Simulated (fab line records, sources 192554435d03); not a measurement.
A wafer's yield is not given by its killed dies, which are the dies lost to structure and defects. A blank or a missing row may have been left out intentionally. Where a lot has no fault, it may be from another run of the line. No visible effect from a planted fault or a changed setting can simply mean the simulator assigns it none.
Split-lot trial ; flow n5-finfet ; 7 lots, 21 wafers read, on a route of 1938 steps

SPLIT DETAILS
At N5_BEOL_M5_EXPOSE_08 (exposes mask M5, target cd 28 nm), the setting dose-mj was moved away from the recipe's 35.75 on 3 of the 21 wafers read, by +7.0% to +7.1%. For the rest of the wafers, this setting stayed at what the recipe calls for.

FROM THE SPLIT TO THE READING: what the file shows between them, 10 steps
- N5_BEOL_M5_PEB_09: peb time 60 s
- N5_BEOL_M5_DEVELOP_10: develop time 30 s
- N5_BEOL_M5_CD_MEAS_11: target cd 27.74 nm
- N5_BEOL_M5_DESCUM_16: chemistry O2, time 7 s
- N5_BEOL_M5_ETCH_72: etches underlayer in N2/H2, target depth 6.5 nm, time 5.2 s
- N5_BEOL_M5_ETCH_61: etches SiARC in CF4, target depth 15.6 nm, time 26 s
- N5_BEOL_M5_ETCH_62: etches SOC in N2/H2, target depth 75 nm, overetch 15 nm, time 112.5 s
- N5_BEOL_M5_STRIP_63: strips in N2/H2
- N5_BEOL_M5_HM_OPEN_17: chemistry Cl2/BCl3, target TiN, target depth 20 nm, overetch 6 nm
- N5_BEOL_M5_STRIP_19: strips in O2

THE READING
cd-nm, in nm, at N5_BEOL_M5_CD_MEAS_18 (pitch 56 nm, target cd 28 nm). Fault-free wafers of this fab line usually give 27.9 nm, standard deviation 0.37 nm.

wafer;tool, chamber at the split;dose-mj as run;against the recipe;cd-nm, nm;against lot-mates on the recipe
L077.1;euv-scanner-02, 0;38.25;+7.0%;29.1;+1.1
L077.3;euv-scanner-02, 0;35.75;recipe;28.1;-
L077.4;euv-scanner-02, 0;35.75;recipe;27.8;-
L080.1;euv-scanner-01, 0;35.75;recipe;27.5;-
L080.3;euv-scanner-01, 0;38.3;+7.1%;29.8;+2.3
L080.4;euv-scanner-01, 0;38.3;+7.1%;29.8;+2.3
L082.1;euv-scanner-02, 0;35.75;recipe;28.1;-
L082.4;euv-scanner-02, 0;35.75;recipe;27.8;-
L082.6;euv-scanner-02, 0;35.75;recipe;28.3;-
L086.2;euv-scanner-01, 0;35.75;recipe;27.7;-
L086.4;euv-scanner-01, 0;35.75;recipe;27.9;-
L086.6;euv-scanner-01, 0;35.75;recipe;27.9;-
L091.1;euv-scanner-02, 0;35.75;recipe;28.3;-
L091.2;euv-scanner-02, 0;35.75;recipe;28.0;-
L091.3;euv-scanner-02, 0;35.75;recipe;28.5;-
L094.3;euv-scanner-01, 0;35.75;recipe;28.1;-
L094.5;euv-scanner-01, 0;35.75;recipe;27.6;-
L094.6;euv-scanner-01, 0;35.75;recipe;28.1;-
L095.2;euv-scanner-01, 0;35.75;recipe;27.6;-
L095.3;euv-scanner-01, 0;35.75;recipe;27.1;-
L095.6;euv-scanner-01, 0;35.75;recipe;28.1;-

THE FIT
A straight line over all 21 wafers: cd-nm changes by +0.233 nm for each +1% of dose-mj; r = +0.87; the points scatter about the line by 0.34 nm.
The same after taking each lot's own level away (the mean of its wafers on the recipe; 21 wafers): +0.271 nm for each +1%; r = +0.92; scatter 0.31 nm.
According to that fit, moving dose-mj by its largest amount changes the reading by 1.9 nm.
The lots' own levels span 27.50 to 28.27 nm, that is 2.1 times the standard deviation above.
Thus the slope moves with the lot-to-lot level: the two fits are different.
Check: for one of the wafers moved furthest among these (+7.1%), held out of the fit, the line's prediction against its lot-mates is +1.75 nm. Against them it came out at +2.3 nm.

THESE WAFERS: OTHER SPLITS
Before the reading, these wafers also passed through other splits. Each is held against what the fit with the lots' levels taken away leaves over:
other split on the same wafers;wafers away from the commonest value;r with cd-nm (lot level and that fit taken away)
N5_BEOL_M4_COAT_67 spin-rpm;7;-0.04
N5_BEOL_M4_EXPOSE_25 dose-mj;8;-0.23

THE WHOLE CHAIN: every reading that the file lists as answering this split, in the file's order
step;what it does;reading;change (the file's fit);r (the file's)
N5_BEOL_M5_CD_MEAS_11;target cd 27.74 nm;cd-nm;+0.213 nm for each +1% of the setting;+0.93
N5_BEOL_M5_DESCUM_16;chemistry O2, time 7 s;BEOL_M5.cd-nm (the simulator's own value, which no gauge read);+0.198 nm for each +1% of the setting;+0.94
N5_BEOL_M5_ETCH_72;etches underlayer in N2/H2, target depth 6.5 nm, time 5.2 s;BEOL_M5.cd-nm (the simulator's own value, which no gauge read);+0.212 nm for each +1% of the setting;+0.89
N5_BEOL_M5_ETCH_61;etches SiARC in CF4, target depth 15.6 nm, time 26 s;BEOL_M5.cd-nm (the simulator's own value, which no gauge read);+0.234 nm for each +1% of the setting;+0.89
N5_BEOL_M5_CD_MEAS_18;pitch 56 nm, target cd 28 nm;cd-nm;+0.242 nm for each +1% of the setting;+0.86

THE FILE'S OWN FIT
cd-nm changes by +0.242 nm for each +1% of dose-mj, r = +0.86.
